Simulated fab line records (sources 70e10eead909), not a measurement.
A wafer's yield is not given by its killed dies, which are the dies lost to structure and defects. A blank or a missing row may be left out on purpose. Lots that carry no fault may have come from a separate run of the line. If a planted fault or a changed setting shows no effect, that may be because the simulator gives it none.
Which tool did it? -- flow nandHarc -- Sampling: 24 lots, 72 wafers, 2 of 1159 route steps

== WHAT THE GAUGES SHOWED, per wafer ==
NHARC_P_M1_CD_MEAS_16. Usual: cdNm reads 130.0 nm (standard deviation 0.81).
lot,measured,on,cdNm (nm),flag
L074,day 6 07:34,cdSem-03,130.6 128.2 129.7,
L075,day 6 14:31,cdSem-02,129.3 129.3 128.9,
L076,day 6 18:25,cdSem-02,130.0 130.6 130.9,
L077,day 7 00:05,cdSem-03,129.4 130.5 129.3,
L078,day 7 03:12,cdSem-01,130.8 129.8 130.3,
L080,day 7 05:43,cdSem-02,130.2 129.0 129.0,
L079,day 7 06:02,cdSem-01,128.6 129.1 129.8,
L081,day 7 17:56,cdSem-03,129.2 130.3 130.2,
L082,day 7 20:09,cdSem-03,129.2 130.9 129.2,
L083,day 8 10:41,cdSem-03,129.8 130.4 129.2,
L085,day 8 18:07,cdSem-01,128.9 129.3 128.9,
L084,day 8 19:08,cdSem-02,130.7 130.3 130.9,
L088,day 9 07:27,cdSem-03,131.7 131.6 130.8,
L087,day 9 09:10,cdSem-01,131.2 131.1 131.5,
L086,day 9 09:31,cdSem-01,131.7 131.3 131.0,
L090,day 10 02:32,cdSem-02,130.0 129.3 130.0,
L089,day 10 03:13,cdSem-03,129.5 130.1 129.2,
L091,day 10 09:52,cdSem-02,130.4 130.0 129.9,
L092,day 10 10:34,cdSem-03,129.4 130.5 129.4,
L094,day 10 19:20,cdSem-02,130.8 131.5 130.4,
L093,day 10 20:11,cdSem-01,129.8 130.9 129.6,
L095,day 11 14:28,cdSem-03,130.7 130.3 128.9,
L096,day 11 17:05,cdSem-03,130.8 130.6 130.4,
L097,day 12 04:43,cdSem-02,130.8 129.8 130.5,

== WHAT TOOL EACH LOT RAN ON (gives the tool, then ch and the chambers of the sampled wafers, and finally the start) ==
lot,NHARC_P_M0_PVD_20
L074,"pvdSputter-02, day 6 07:34 or earlier"
L075,"pvdSputter-01, day 6 14:31 or earlier"
L076,"pvdSputter-03, day 6 18:25 or earlier"
L077,"pvdSputter-03, day 7 00:05 or earlier"
L078,"pvdSputter-01, day 7 03:12 or earlier"
L080,"pvdSputter-02, day 7 05:43 or earlier"
L079,"pvdSputter-01, day 7 06:02 or earlier"
L081,"pvdSputter-02, day 7 17:56 or earlier"
L082,"pvdSputter-03, day 7 20:09 or earlier"
L083,"pvdSputter-01, day 8 10:41 or earlier"
L085,"pvdSputter-03, day 8 18:07 or earlier"
L084,"pvdSputter-01, day 8 19:08 or earlier"
L088,"pvdSputter-03, day 9 07:27 or earlier"
L087,"pvdSputter-01, day 9 09:10 or earlier"
L086,"pvdSputter-02, day 9 09:31 or earlier"
L090,"pvdSputter-03, day 10 02:32 or earlier"
L089,"pvdSputter-01, day 10 03:13 or earlier"
L091,"pvdSputter-01, day 10 09:52 or earlier"
L092,"pvdSputter-01, day 10 10:34 or earlier"
L094,"pvdSputter-02, day 10 19:20 or earlier"
L093,"pvdSputter-01, day 10 20:11 or earlier"
L095,"pvdSputter-03, day 11 14:28 or earlier"
L096,"pvdSputter-03, day 11 17:05 or earlier"
L097,"pvdSputter-01, day 12 04:43 or earlier"
- NHARC_P_M0_PVD_20: deposits TaN, target thk 5 nm, time 8.06 s.

== AS READ BY THE TOOLS THEMSELVES (means over the sampled wafers that have a number; for cases with no such wafer, the mark the record gives instead) ==
NHARC_P_M0_PVD_20. Usual: biasV 168.6 V, standard deviation 1.7; throttleValvePct 29.5 %, standard deviation 0.89.
lot,tool,biasV (V),throttleValvePct (%),flag
L074,pvdSputter-02,169.2,29.7,
L075,pvdSputter-01,170.0,29.7,
L076,pvdSputter-03,167.9,29.3,
L077,pvdSputter-03,168.0,29.5,
L078,pvdSputter-01,167.3,30.6,
L080,pvdSputter-02,168.3,29.7,
L079,pvdSputter-01,168.5,30.2,
L081,pvdSputter-02,170.2,29.9,
L082,pvdSputter-03,168.7,28.7,
L083,pvdSputter-01,169.5,29.5,
L085,pvdSputter-03,168.3,29.0,
L084,pvdSputter-01,170.0,29.3,
L088,pvdSputter-03,167.2,29.2,
L087,pvdSputter-01,170.2,29.0,
L086,pvdSputter-02,169.5,29.8,
L090,pvdSputter-03,169.1,29.3,
L089,pvdSputter-01,168.8,29.5,
L091,pvdSputter-01,168.3,30.2,
L092,pvdSputter-01,168.0,28.7,
L094,pvdSputter-02,170.3,29.1,
L093,pvdSputter-01,167.1,30.5,
L095,pvdSputter-03,168.2,29.0,
L096,pvdSputter-03,167.8,28.9,
L097,pvdSputter-01,169.5,29.8,

== THE ANSWER, worked out from the rows above alone ==
Rule: take the mean of a lot's wafers that have a number; if it is more than 3 standard deviations from the usual mean, the lot is off. A lot without any number at a reading at which 4 lots or more have one is off too. The other lots that the step has rows for count as sound. Order of review: gauges by route order, followed by the tools' own readings, for which a lot's mean as printed above is used. The first step at which some lot is off is used, and at that step the reading that is off furthest; a lot without a number counts as furthest.
No lot is off at any reading shown: from this, nothing can be told.

== WHAT THE SIMULATOR PUT IN ==
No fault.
